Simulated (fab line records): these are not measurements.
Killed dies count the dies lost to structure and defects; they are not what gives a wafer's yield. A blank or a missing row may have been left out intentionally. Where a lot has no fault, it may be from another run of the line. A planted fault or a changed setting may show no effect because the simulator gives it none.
Comparing a struck lot with a sound one	flow nand-harc	12 out of 1302 route steps
Sound: wafers L987.1, L987.4, L987.5. Wafers L103.3, L103.5, L103.6 were the ones struck. The cause comes at the end.
At each step with rows: each side's tool, then ch and its chambers, then its first start. Under that, the readings that differ: sound wafers	struck wafers	difference of the means	sigmas: that difference in standard deviations of wafers without a fault.
alike: same words and numbers on both sides, and readings whose means sit less than 2 such deviations apart. not compared: any withheld reading, any reading some wafer has no value for, any bound like >300 that may hide the same value, and any number with overlapping values for which the record gives no deviation.
Wherever a step has rows on one side only, a row that says differs or no value, or a row with sigmas, the two part there. Non-overlapping numbers with no deviation appear without sigmas and do not part them. A reading missing from all wafers of one side parts the sides only when that side holds two or more wafers.

NHARC_A_STAIRCASE_DEP_322: deposits SiO2, target thk 7200 nm.
  sound on pecvd-02 ch 0,2, day 19 23:29; struck on pecvd-02 ch 1,2, day 25 11:57
  alike: heater-power-outer-w, heater-power-w
then, 1 step without rows for these wafers: NHARC_A_STAIRCASE_ANNEAL_323 (time 1800 s).
NHARC_A_STAIRCASE_DEP_325: deposits SiO2, target thk 7200 nm.
  sound on pecvd-01 ch 1,2, day 20 09:32; struck on pecvd-03 ch 1,2, day 25 19:50
  alike: heater-power-outer-w, heater-power-w
then, 6 steps without rows for these wafers: NHARC_A_STAIRCASE_ANNEAL_326 (time 1800 s); NHARC_A_STAIRCASE_DEHYDRATE_433 (time 120 s); NHARC_A_STAIRCASE_HMDS_434 (time 30 s); NHARC_A_STAIRCASE_COAT_435; NHARC_A_STAIRCASE_SOFTBAKE_436 (time 170 s); NHARC_A_STAIRCASE_EBR_437.
NHARC_A_STAIRCASE_EXPOSE_438: exposes mask STAIR REV.
  sound on krf-scanner-02 ch 0, day 20 18:26; struck on krf-scanner-02 ch 0, day 26 03:29
reading	sound	struck	difference	sigmas
exposure-dose-mJ-cm2	29.00 29.02 28.97	29.73 29.68 29.68	+0.70	+23
  alike: mask
then, 2 steps without rows for these wafers: NHARC_A_STAIRCASE_PEB_439 (peb time 130 s); NHARC_END_SORT_01.

## WHERE THEY PART
NHARC_A_STAIRCASE_EXPOSE_438 only, going by this record.

WHY: what the simulator had put in
Process parameters drifting: krf-scanner-02 at NHARC_A_STAIRCASE_EXPOSE_438, beginning at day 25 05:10. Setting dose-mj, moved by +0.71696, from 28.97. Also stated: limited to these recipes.
